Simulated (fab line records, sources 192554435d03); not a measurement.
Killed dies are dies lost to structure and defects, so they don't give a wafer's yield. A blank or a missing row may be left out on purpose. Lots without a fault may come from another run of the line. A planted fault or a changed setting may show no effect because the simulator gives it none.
Chamber matching | flow n5_finfet | N5_GATE_CUT_ETCH_58 on rie_diel-01: 4 sister chambers
The step etches SiNx in CH3F/O2, target depth 17 nm, time 128.6 s. 16 wafers are shown with their chamber, then 8 later ones without.

WAFERS WITH THEIR CHAMBER
wafer  | chamber | showerhead_plenum_p_Torr (Torr) | drypump_motor_current_A (A) | throttle_valve_pct (%)
L074.2 | 1       | 2.03                            | 6.5                         | 16.02
L074.3 | 2       | 2.09                            | 6.0                         | 16.50
L074.4 | 2       | 2.09                            | 6.0                         | 16.47
L080.2 | 1       | 2.03                            | 6.5                         | 16.04
L080.4 | 3       | 1.92                            | 5.0                         | 16.32
L080.5 | 1       | 2.03                            | 6.5                         | 16.04
L082.1 | 2       | 2.08                            | 6.0                         | 16.50
L082.3 | 0       | 1.92                            | 6.0                         | 16.47
L082.6 | 3       | 1.92                            | 5.0                         | 16.35
L084.3 | 0       | 1.92                            | 6.0                         | 16.46
L084.5 | 0       | 1.92                            | 6.0                         | 16.47
L084.6 | 3       | 1.92                            | 5.0                         | 16.37
L085.1 | 0       | 1.92                            | 6.0                         | 16.49
L085.2 | 3       | 1.92                            | 5.0                         | 16.36
L085.5 | 2       | 2.08                            | 6.0                         | 16.55
L091.2 | 2       | 2.08                            | 5.9                         | 16.55

SIGNATURES (means of the wafers above)
reading                  | chamber 0 | chamber 1 | chamber 2 | chamber 3 | scatter within a chamber
showerhead_plenum_p_Torr | 1.9200    | 2.0300    | 2.0840    | 1.9200    | 0.00316
drypump_motor_current_A  | 6.000     | 6.500     | 5.980     | 5.000     | 0.0258
throttle_valve_pct       | 16.4725   | 16.0333   | 16.5140   | 16.3500   | 0.0243
Rule: a wafer's distance from a chamber is the root of the sum, over the readings, of the square of ((its reading less the chamber's mean) divided by the reading's scatter). The wafer belongs to the nearest chamber; if the next one is less than 2 further off, it can't be placed. The scatter: the root of (the sum of the squares of (reading less its chamber's mean) over the shown wafers, divided by (wafers less chambers)).

WAFERS WITHOUT THEIR CHAMBER
wafer  | showerhead_plenum_p_Torr (Torr) | drypump_motor_current_A (A) | throttle_valve_pct (%)
L091.4 | 1.91                            | 5.0                         | 16.37
L091.5 | 2.08                            | 6.0                         | 16.54
L092.1 | 1.92                            | 6.0                         | 16.50
L092.4 | 1.91                            | 5.0                         | 16.40
L092.6 | 1.91                            | 5.0                         | 16.40
L094.1 | 1.91                            | 5.0                         | 16.38
L094.2 | 1.92                            | 6.0                         | 16.51
L094.5 | 1.92                            | 6.0                         | 16.52

WHICH CHAMBER EACH WENT THROUGH
wafer  | from the rows above | in truth
L091.4 | 3                   | 3
L091.5 | 2                   | 2
L092.1 | 0                   | 0
L092.4 | 3                   | 3
L092.6 | 3                   | 3
L094.1 | 3                   | 3
L094.2 | 0                   | 0
L094.5 | 0                   | 0
Placed correctly: 8 of 8. Can't be placed from these rows: 0. Placed wrongly: 0.
